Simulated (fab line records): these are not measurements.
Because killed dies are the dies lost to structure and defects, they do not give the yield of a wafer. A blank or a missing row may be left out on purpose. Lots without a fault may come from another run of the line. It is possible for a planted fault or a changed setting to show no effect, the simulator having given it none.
Which of the tools did it? | flow nandHarc | Sampling: 14 lots, 42 wafers, 4 of 1302 route steps

WHAT THE GAUGES SHOWED, per wafer
The record lacks any reading of a measuring or inspecting step that a usual standard deviation could be used to judge.

TOOL THAT RAN EACH LOT (tool first, then ch and the chambers of the sampled wafers, then the start)
lot  | NHARC_A_CONTACT_ETCH_98                      | NHARC_A_CONTACT_ETCH_110          | NHARC_A_BLC_ETCH_18               | NHARC_A_BLC_PVD_32
L127 | rieDiel-08 ch 1,2, day 22 13:35 or earlier   | rieDiel-08 ch 1,2, day 22 13:35   | rieDiel-05 ch 0,3, day 22 17:01   | pvdSputter-02, no start
L129 | rieDiel-01 ch 0,1,3, day 22 21:21 or earlier | rieDiel-09 ch 0,2, day 22 21:21   | rieDiel-05 ch 1,2,3, day 23 00:47 | pvdSputter-02, no start
L130 | rieDiel-01 ch 1,2,3, day 23 23:35 or earlier | rieDiel-01 ch 0,2,3, day 23 23:35 | rieDiel-05 ch 0,2,3, day 24 02:53 | pvdSputter-03, no start
L134 | rieDiel-01 ch 1,2,3, day 25 05:34 or earlier | rieDiel-08 ch 1,2,3, day 25 05:34 | rieDiel-10 ch 1,2,3, day 25 09:14 | pvdSputter-03, no start
L136 | rieDiel-09 ch 1,2, day 25 23:10 or earlier   | rieDiel-08 ch 1,2, day 25 23:10   | rieDiel-05 ch 0,2,3, day 26 02:42 | pvdSputter-03, no start
L137 | rieDiel-08 ch 2,3, day 26 17:46 or earlier   | rieDiel-01 ch 1,2, day 26 17:46   | rieDiel-05 ch 2,3, day 26 21:21   | pvdSputter-03, no start
L138 | rieDiel-08 ch 1,2,3, day 26 18:36 or earlier | rieDiel-09 ch 0,1,3, day 26 18:36 | rieDiel-10 ch 0,1,2, day 26 21:58 | pvdSputter-01, no start
L139 | rieDiel-01 ch 0,1, day 27 14:57 or earlier   | rieDiel-08 ch 2,3, day 27 14:57   | rieDiel-10 ch 0,1,3, day 27 18:28 | pvdSputter-03, no start
L140 | rieDiel-08 ch 0,1,2, day 27 21:11 or earlier | rieDiel-01 ch 0,2,3, day 27 21:11 | rieDiel-10 ch 0,2,3, day 28 00:38 | pvdSputter-02, no start
L143 | rieDiel-08 ch 0,1, day 29 06:35 or earlier   | rieDiel-08 ch 0,1,2, day 29 06:35 | rieDiel-05 ch 0,3, day 29 10:07   | pvdSputter-02, no start
L144 | rieDiel-08 ch 1,2,3, day 29 21:41            | rieDiel-08 ch 1,2,3, day 29 22:09 | rieDiel-05 ch 1,2, day 30 01:47   | pvdSputter-01, no start
L148 | rieDiel-01 ch 0,2,3, day 31 10:13 or earlier | rieDiel-09 ch 1,3, day 31 10:13   | rieDiel-10 ch 0,1,2, day 31 13:39 | pvdSputter-01, no start
L150 | rieDiel-08 ch 2,3, day 32 00:17 or earlier   | rieDiel-08 ch 0,1, day 32 00:17   | rieDiel-10 ch 1,2,3, day 32 03:44 | pvdSputter-03, no start
L149 | rieDiel-01 ch 0,2,3, day 33 00:40 or earlier | rieDiel-01 ch 1,2,3, day 33 00:40 | rieDiel-05 ch 0,2,3, day 33 04:17 | pvdSputter-02, no start
- NHARC_A_CONTACT_ETCH_98: etches the open film in C4F6/O2, target depth 20 nm, time 10 s.
- NHARC_A_CONTACT_ETCH_110: etches the open film in CF4/O2, target depth 60 nm, overetch 6 nm, time 33 s.
- NHARC_A_BLC_ETCH_18: etches the open film in C4F8/O2/Ar, target depth 910 nm.
- NHARC_A_BLC_PVD_32: deposits Ti, target thk 5 nm, time 17.7 s.

AS READ BY THE TOOLS THEMSELVES (means over the sampled wafers that have a number; for cases with no such wafer, the mark the record gives instead)
NHARC_A_CONTACT_ETCH_98.
lot  | tool       | biasW (W) | c4f6FlowSccm (sccm) | drypumpMotorCurrentA (A) | oesProductAu (a.u.) | rfVppV (V) | showerheadPlenumPTorr (Torr) | throttleValvePct (%)
L127 | rieDiel-08 | 500.4     | 25.07               | 5.8                      | 0.958               | 548        | 3.99                         | 26.910
L129 | rieDiel-01 | 500.3     | 24.99               | 5.6                      | 0.946               | 544        | 3.81                         | 26.898
L130 | rieDiel-01 | 501.0     | 24.94               | 5.7                      | 0.938               | 546        | 3.92                         | 26.888
L134 | rieDiel-01 | 500.1     | 25.06               | 5.7                      | 0.993               | 546        | 3.92                         | 26.910
L136 | rieDiel-09 | 498.5     | 25.06               | 5.7                      | 0.997               | 551        | 4.09                         | 26.900
L137 | rieDiel-08 | 500.8     | 25.05               | 5.7                      | 0.939               | 549        | 4.09                         | 26.899
L138 | rieDiel-08 | 500.3     | 24.95               | 5.8                      | 0.949               | 548        | 3.98                         | 26.907
L139 | rieDiel-01 | 499.7     | 24.98               | 5.4                      | 0.998               | 545        | 3.83                         | 26.895
L140 | rieDiel-08 | 500.6     | 25.03               | 5.9                      | 0.945               | 547        | 3.96                         | 26.903
L143 | rieDiel-08 | 501.5     | 24.95               | 6.0                      | 0.939               | 547        | 3.94                         | 26.905
L144 | rieDiel-08 | 499.8     | 25.03               | 5.9                      | 0.978               | 547        | 3.97                         | 26.904
L148 | rieDiel-01 | 499.6     | 25.05               | 5.7                      | 0.952               | 546        | 3.86                         | 26.892
L150 | rieDiel-08 | 501.4     | 24.99               | 5.7                      | 0.962               | 551        | 4.07                         | 26.905
L149 | rieDiel-01 | 501.1     | 25.01               | 5.7                      | 1.002               | 545        | 3.86                         | 26.907

NHARC_A_CONTACT_ETCH_110.
lot  | tool       | biasW (W) | cf4FlowSccm (sccm) | drypumpMotorCurrentA (A) | oes_o_777_au (a.u.) | oesProductAu (a.u.) | rfVppV (V) | showerheadPlenumPTorr (Torr) | throttleValvePct (%)
L127 | rieDiel-08 | 100.1     | 80.07              | 5.9                      | 1.001               | 0.999               | 197.3      | 1.32                         | 13.397
L129 | rieDiel-09 | 100.2     | 79.84              | 6.1                      | 0.999               | 1.001               | 198.1      | 1.37                         | 13.391
L130 | rieDiel-01 | 100.1     | 80.00              | 5.7                      | 1.005               | 1.000               | 197.7      | 1.32                         | 13.401
L134 | rieDiel-08 | 100.2     | 80.11              | 5.8                      | 0.999               | 1.000               | 197.6      | 1.36                         | 13.398
L136 | rieDiel-08 | 100.0     | 80.09              | 5.8                      | 1.000               | 0.987               | 198.6      | 1.36                         | 13.399
L137 | rieDiel-01 | 100.0     | 79.97              | 5.5                      | 1.005               | 0.993               | 197.4      | 1.35                         | 13.394
L138 | rieDiel-09 | 100.0     | 79.82              | 5.7                      | 0.997               | 1.002               | 196.0      | 1.30                         | 13.394
L139 | rieDiel-08 | 100.0     | 80.08              | 5.7                      | 1.005               | 1.002               | 198.9      | 1.39                         | 13.398
L140 | rieDiel-01 | 99.7      | 79.85              | 5.6                      | 0.995               | 0.997               | 197.2      | 1.32                         | 13.399
L143 | rieDiel-08 | 99.9      | 79.82              | 5.9                      | 0.997               | 1.005               | 197.3      | 1.35                         | 13.399
L144 | rieDiel-08 | 100.0     | 80.07              | 5.8                      | 1.005               | 0.997               | 197.6      | 1.35                         | 13.405
L148 | rieDiel-09 | 99.7      | 79.95              | 5.8                      | 1.002               | 0.994               | 197.4      | 1.32                         | 13.409
L150 | rieDiel-08 | 99.9      | 79.84              | 6.0                      | 1.003               | 0.993               | 198.4      | 1.34                         | 13.393
L149 | rieDiel-01 | 100.2     | 79.92              | 5.7                      | 1.002               | 1.003               | 197.5      | 1.32                         | 13.399

NHARC_A_BLC_ETCH_18.
lot  | tool       | biasW (W) | chamberPressureMTorr (mTorr) | oesProductAu (a.u.) | rfVppV (V)
L127 | rieDiel-05 | 1503      | 25.006                       | 0.925               | 980
L129 | rieDiel-05 | 1499      | 25.011                       | 0.927               | 975
L130 | rieDiel-05 | 1501      | 24.994                       | 0.972               | 980
L134 | rieDiel-10 | 1499      | 24.994                       | 0.959               | 974
L136 | rieDiel-05 | 1500      | 24.995                       | 0.955               | 982
L137 | rieDiel-05 | 1497      | 25.014                       | 0.958               | 977
L138 | rieDiel-10 | 1500      | 24.981                       | 0.975               | 974
L139 | rieDiel-10 | 1498      | 25.000                       | 0.975               | 974
L140 | rieDiel-10 | 1502      | 25.012                       | 0.967               | 969
L143 | rieDiel-05 | -         | -                            | -                   | -
L144 | rieDiel-05 | -         | -                            | -                   | -
L148 | rieDiel-10 | 1500      | 25.007                       | 0.926               | 974
L150 | rieDiel-10 | 1500      | 24.976                       | 0.924               | 973
L149 | rieDiel-05 | 1502      | 24.994                       | 0.943               | 981

NHARC_A_BLC_PVD_32.
lot  | tool          | throttleValvePct (%)
L127 | pvdSputter-02 | 29.8
L129 | pvdSputter-02 | 30.6
L130 | pvdSputter-03 | 29.9
L134 | pvdSputter-03 | 31.0
L136 | pvdSputter-03 | 30.1
L137 | pvdSputter-03 | 29.3
L138 | pvdSputter-01 | 30.9
L139 | pvdSputter-03 | 29.7
L140 | pvdSputter-02 | 30.2
L143 | pvdSputter-02 | 29.5
L144 | pvdSputter-01 | 31.1
L148 | pvdSputter-01 | 30.6
L150 | pvdSputter-03 | 30.4
L149 | pvdSputter-02 | 29.7

THE ANSWER, worked out from the rows above alone
Rule: usual is defined by the lots themselves. The widest of any qualifying gaps counts: lots, ordered by their means at a reading, are off when they make up no more than a third of the lots, leave a main group of 4 or more, and stand apart from it by 3 or more times the standard deviation of that group's means. Not used: any main group whose means are identical at the precision the tables above print for the reading. A lot without any number at a reading at which 4 lots or more have one is off too. Any other lot the step has rows for is counted as sound. After the gauges, taken in route order, come the tools' own readings; for these a lot's mean is taken, as printed above. At the first step where some lot is off, the reading lying furthest off is the one used; lots without a number count as furthest.
Off at NHARC_A_BLC_ETCH_18 (biasW): L143, L144. Without a number there: L143, L144. Mean 1500 W and standard deviation 1.7 in the main group.
A tool fits if, at that step or a process step before it, it ran every lot that is off, and no sound lot after the first of them. NHARC_A_CONTACT_ETCH_98 gives no start for some lots, so the hours and the order of its lots are those of NHARC_A_CONTACT_ETCH_110. No candidate that was tried fits.

WHAT THE SIMULATOR HAD INSERTED
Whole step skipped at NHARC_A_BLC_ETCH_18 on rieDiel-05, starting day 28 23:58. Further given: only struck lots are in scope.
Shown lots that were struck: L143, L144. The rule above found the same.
